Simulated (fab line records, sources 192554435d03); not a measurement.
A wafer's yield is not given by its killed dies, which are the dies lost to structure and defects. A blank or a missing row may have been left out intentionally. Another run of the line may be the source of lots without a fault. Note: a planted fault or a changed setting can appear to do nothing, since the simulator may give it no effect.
The tool behind it: which one?    flow n5Finfet    29 wafers from 10 lots sampled at 5 of the route's 1938 steps

== WHAT THE GAUGES READ, wafer by wafer ==
N5_WELL_APT_CD_MEAS_08 targets a cd of 200 nm. Usual: cdNm 200.3 nm, standard deviation 1.7.
lot   measured     on        cdNm (nm)          flag
L598  day 1 13:34  cdSem-03  198.6 203.8        
L599  day 1 19:46  cdSem-02  201.8 197.5 197.7  
L601  day 2 07:55  cdSem-01  201.4 197.5 199.1  
L605  day 3 07:43  cdSem-02  204.0 201.5 200.6  
L608  day 4 01:49  cdSem-01  201.1 198.4 203.5  
L609  day 4 07:53  cdSem-02  200.1 198.7 200.9  
L613  day 5 08:02  cdSem-02  202.3 201.0 201.0  
L616  day 6 01:41  cdSem-03  203.8 201.9 205.0  
L619  day 6 20:28  cdSem-01  198.6 201.4 197.5  
L620  day 7 01:34  cdSem-03  200.3 202.7 199.4  

N5_BEOL_M4_RC_MEAS_101. Usual: DIBL_N 36.9 mV/V, standard deviation 1.6; DIBL_P 37.1 mV/V, standard deviation 2; IOFF_N 0.17 nA/um, standard deviation 0.032; IOFF_P 0.22 nA/um, standard deviation 0.036; ION_N 674 uA/um, standard deviation 12; ION_P 463 uA/um, standard deviation 7.8; SS_N 71.7 mV/dec, standard deviation 0.63; SS_P 73.5 mV/dec, standard deviation 0.62; VT_N 249 mV, standard deviation 3.3; VT_P -250 mV, standard deviation 3.5.
lot   measured      on         DIBL_N (mV/V)   DIBL_P (mV/V)   IOFF_N (nA/um)  IOFF_P (nA/um)  ION_N (uA/um)  ION_P (uA/um)  SS_N (mV/dec)   SS_P (mV/dec)   VT_N (mV)    VT_P (mV)       flag
L598  day 8 11:50   prober-01  36.2 38.1       35.7 38.2       0.16 0.20       0.21 0.25       685 693        463 468        72.0 72.9       73.2 74.0       248 245      -251 -246       
L599  day 8 20:54   prober-02  36.8 36.7 37.8  37.8 36.2 37.1  0.15 0.15 0.17  0.27 0.24 0.25  664 649 666    466 462 466    71.3 71.9 71.1  73.3 73.0 73.1  252 251 249  -245 -247 -244  
L601  day 9 03:10   prober-01  38.6 36.9 35.1  39.4 39.0 35.2  0.20 0.18 0.14  0.29 0.29 0.21  679 689 664    469 474 464    71.8 72.1 71.2  74.3 73.9 73.3  247 249 252  -246 -246 -248  
L605  day 10 04:57  prober-01  38.6 37.5 37.1  38.0 36.6 36.7  0.19 0.17 0.18  0.27 0.22 0.23  674 670 677    464 459 463    72.3 71.8 72.2  73.7 74.0 73.6  248 249 248  -247 -250 -246  
L608  day 10 22:04  prober-01  40.8 38.9 39.1  38.5 37.9 39.2  0.25 0.20 0.22  0.22 0.21 0.23  689 679 700    457 457 467    72.4 71.8 71.7  73.9 74.1 74.0  242 245 244  -253 -253 -252  
L609  day 11 00:10  prober-02  39.5 39.5 37.1  37.4 37.6 34.6  0.17 0.18 0.13  0.19 0.20 0.15  668 687 661    444 466 450    72.3 72.0 71.7  73.3 74.1 72.9  248 247 255  -253 -252 -258  
L613  day 11 17:25  prober-01  38.2 37.9 35.0  39.2 39.5 36.4  0.21 0.21 0.15  0.25 0.25 0.21  688 679 662    465 465 457    72.6 72.9 71.8  74.0 73.4 73.9  247 246 248  -244 -249 -252  
L616  day 12 16:11  prober-01  36.1 39.8 37.8  35.9 38.9 37.5  0.16 0.24 0.20  0.25 0.30 0.28  672 697 695    468 479 473    71.8 72.4 71.5  73.7 74.4 73.8  247 243 245  -246 -243 -244  
L619  day 13 12:01  prober-01  36.6 37.0 37.5  38.6 40.2 40.7  0.18 0.19 0.20  0.22 0.25 0.27  679 675 683    459 459 468    72.4 72.4 72.8  73.8 74.0 74.1  250 248 246  -249 -252 -247  
L620  day 13 14:08  prober-01  36.7 35.1 38.2  34.9 32.2 36.6  0.18 0.14 0.19  0.25 0.20 0.27  682 667 673    472 464 466    71.2 71.7 72.0  73.7 72.9 73.8  246 253 248  -246 -249 -245  

== WHICH TOOL RAN EACH LOT (tool, then ch and the chambers of the sampled wafers, then the start) ==
lot   N5_WELL_APT_COAT_02              N5_WELL_APT_RTA_34              N5_WELL_APT_EPI_41
L598  lithoTrack-03 ch 0, day 1 13:17  rtpAnneal-02 ch 0, day 1 15:49  epiRpcvd-02 ch 0, day 1 16:08
L599  lithoTrack-01 ch 0, day 1 19:22  rtpAnneal-01 ch 0, day 1 21:55  epiRpcvd-03 ch 0, day 1 22:19
L601  lithoTrack-01 ch 0, day 2 07:31  rtpAnneal-02 ch 0, day 2 10:04  epiRpcvd-02 ch 0, day 2 10:23
L605  lithoTrack-05 ch 0, day 3 07:19  rtpAnneal-02 ch 0, day 3 09:41  epiRpcvd-01 ch 0, day 3 09:59
L608  lithoTrack-01 ch 0, day 4 01:25  rtpAnneal-02 ch 0, day 4 04:29  epiRpcvd-02 ch 0, day 4 04:49
L609  lithoTrack-01 ch 0, day 4 07:37  rtpAnneal-01 ch 0, day 4 10:44  epiRpcvd-01 ch 0, day 4 10:58
L613  lithoTrack-01 ch 0, day 5 07:46  rtpAnneal-01 ch 0, day 5 12:17  epiRpcvd-02 ch 0, day 5 12:36
L616  lithoTrack-01 ch 0, day 6 01:17  rtpAnneal-02 ch 0, day 6 03:53  epiRpcvd-01 ch 0, day 6 04:14
L619  lithoTrack-03 ch 0, day 6 20:04  rtpAnneal-02 ch 0, day 6 22:40  epiRpcvd-02 ch 0, day 6 22:55
L620  lithoTrack-05 ch 0, day 7 01:17  rtpAnneal-01 ch 0, day 7 03:44  epiRpcvd-01 ch 0, day 7 03:59
- N5_WELL_APT_COAT_02: resist thk 950 nm.
- N5_WELL_APT_RTA_34: time 10 s.
- N5_WELL_APT_EPI_41: deposits Si from SiH4/H2, target thk 50 nm, time 297.7 s.

== AS READ BY THE TOOLS THEMSELVES (means over the sampled wafers that have a number; for cases with no such wafer, the mark the record gives instead) ==
N5_WELL_APT_COAT_02. Usual: spinSpeedRpm 1357.0 rpm, standard deviation 0.83.
lot   tool           spinSpeedRpm (rpm)  flag
L598  lithoTrack-03  1356.8              
L599  lithoTrack-01  1357.0              
L601  lithoTrack-01  1357.3              
L605  lithoTrack-05  1355.9              
L608  lithoTrack-01  1357.1              
L609  lithoTrack-01  1357.7              
L613  lithoTrack-01  1557.3              OFF
L616  lithoTrack-01  1557.1              OFF
L619  lithoTrack-03  1357.8              
L620  lithoTrack-05  1355.8              

N5_WELL_APT_RTA_34. Usual: lampPowerPct 13.01 %, standard deviation 0.059; lamp_zone_4_pct 12.995 %, standard deviation 0.023; wafer_temp_C_max 1003.5, standard deviation 1.
lot   tool          lampPowerPct (%)  lamp_zone_4_pct (%)  wafer_temp_C_max  flag
L598  rtpAnneal-02  13.01             12.997               1005.0            
L599  rtpAnneal-01  12.97             13.005               1004.3            
L601  rtpAnneal-02  12.99             12.995               1004.8            
L605  rtpAnneal-02  13.00             12.995               1002.9            
L608  rtpAnneal-02  13.01             12.995               1003.9            
L609  rtpAnneal-01  12.98             12.998               1003.3            
L613  rtpAnneal-01  12.96             12.990               1004.5            
L616  rtpAnneal-02  13.01             12.984               1002.7            
L619  rtpAnneal-02  13.01             13.010               1003.7            
L620  rtpAnneal-01  13.05             12.991               1003.5            

N5_WELL_APT_EPI_41. Usual: chamberPressureTorr 20.00 Torr, standard deviation 0.045; susceptorTempC 650.03 C, standard deviation 0.29; susceptor_temp_C_max 651.5, standard deviation 0.48; throttleValvePct 11.2 %, standard deviation 0.42.
lot   tool         chamberPressureTorr (Torr)  susceptorTempC (C)  susceptor_temp_C_max  throttleValvePct (%)  flag
L598  epiRpcvd-02  20.02                       650.08              651.9                 11.4                  
L599  epiRpcvd-03  20.02                       649.86              650.9                 11.9                  
L601  epiRpcvd-02  20.06                       650.04              652.0                 11.3                  
L605  epiRpcvd-01  19.99                       649.81              650.9                 10.8                  
L608  epiRpcvd-02  19.99                       649.67              651.5                 11.3                  
L609  epiRpcvd-01  19.88                       650.55              651.8                 10.7                  
L613  epiRpcvd-02  20.02                       650.12              651.8                 11.4                  
L616  epiRpcvd-01  19.94                       650.20              651.5                 10.6                  
L619  epiRpcvd-02  19.99                       650.44              652.1                 11.3                  
L620  epiRpcvd-01  20.00                       650.58              651.7                 10.8                  

== THE ANSWER, worked out from the rows above alone ==
Rule: lot off if the mean of its wafers having a number is beyond 3 standard deviations from the usual mean. Also off: a lot with no number at a reading for which 4 or more lots have one. Any other lot the step has rows for is counted as sound. Order of review: gauges by route order, followed by the tools' own readings, for which a lot's mean as printed above is used. The first step at which some lot is off is used, and at that step the reading that is off furthest; a lot without a number counts as furthest.
Off, at N5_WELL_APT_COAT_02 on spinSpeedRpm: L613, L616.
If a tool, at that step or one of the process steps before it, ran each lot that is off and ran no sound lot following the first of them, it fits. One candidate fits, namely lithoTrack-01 at N5_WELL_APT_COAT_02. A fault onset in the window from L609 (day 4 07:37, its last sound lot) to L613 (day 5 07:46, its first lot off) fits.
On the lots that are off, the tool's own readings at N5_WELL_APT_COAT_02 differ by more than 5 times the standard deviation of the sound lots' means, which bears it out; spinSpeedRpm reads 1557.2 rpm there versus 1356.9 rpm on the sound lots.

== WHAT WAS PUT IN BY THE SIMULATOR ==
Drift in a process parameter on lithoTrack-01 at N5_WELL_APT_COAT_02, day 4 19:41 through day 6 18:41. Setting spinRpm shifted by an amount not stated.
Lots struck among those shown: L613, L616. The rule above found the same.
